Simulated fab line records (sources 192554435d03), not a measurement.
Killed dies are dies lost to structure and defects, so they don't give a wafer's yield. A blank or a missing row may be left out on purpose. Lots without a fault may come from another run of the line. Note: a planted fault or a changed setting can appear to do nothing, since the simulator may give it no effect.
Chamber matching | flow n5Finfet | 4 sister chambers for N5_BEOL_M1_STRIP_19 on rieDiel-01
The step strips in O2. 8 wafers are shown with their chamber, then 7 later ones without.

## WAFERS PAIRED WITH THEIR CHAMBERS
wafer  | chamber | showerheadPlenumPTorr (Torr) | throttleValvePct (%)
L074.1 | 2       | 2.07                         | 16.83
L076.4 | 2       | 2.07                         | 16.85
L080.5 | 0       | 2.23                         | 16.62
L081.1 | 0       | 2.23                         | 16.63
L081.3 | 1       | 2.24                         | 16.22
L081.5 | 3       | 2.13                         | 16.58
L089.1 | 1       | 2.23                         | 16.24
L089.2 | 3       | 2.13                         | 16.60

## WAFERS WITHOUT THEIR CHAMBER
wafer  | showerheadPlenumPTorr (Torr) | throttleValvePct (%)
L089.5 | 2.23                         | 16.66
L093.1 | 2.12                         | 16.63
L093.3 | 2.23                         | 16.29
L093.6 | 2.06                         | 16.42
L095.3 | 2.06                         | 16.40
L095.4 | 2.23                         | 16.28
L095.5 | 2.23                         | 16.27

## THE CHAMBER EACH PASSED THROUGH
wafer  | from the rows above | in truth
L089.5 | 0                   | 0
L093.1 | 3                   | 3
L093.3 | 1                   | 1
L093.6 | 3                   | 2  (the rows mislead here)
L095.3 | 3                   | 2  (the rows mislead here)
L095.4 | 1                   | 1
L095.5 | 1                   | 1
Correct placement for 5 of the 7. Number that these rows cannot place: 0. Placed wrongly: 2.
How it was worked out, from the rows above alone: a wafer's distance from a chamber is the root of the sum, over the readings, of the square of ((its reading less the chamber's mean) divided by the reading's scatter). If the next closest chamber is less than 2 further off than the closest, the wafer can't be placed; otherwise it belongs to the closest. The mean given for a chamber averages the wafers shown for that chamber. The scatter is the square root of a quotient: the sum, over the shown wafers, of each reading's squared deviation from its chamber's mean, divided by wafers minus chambers.
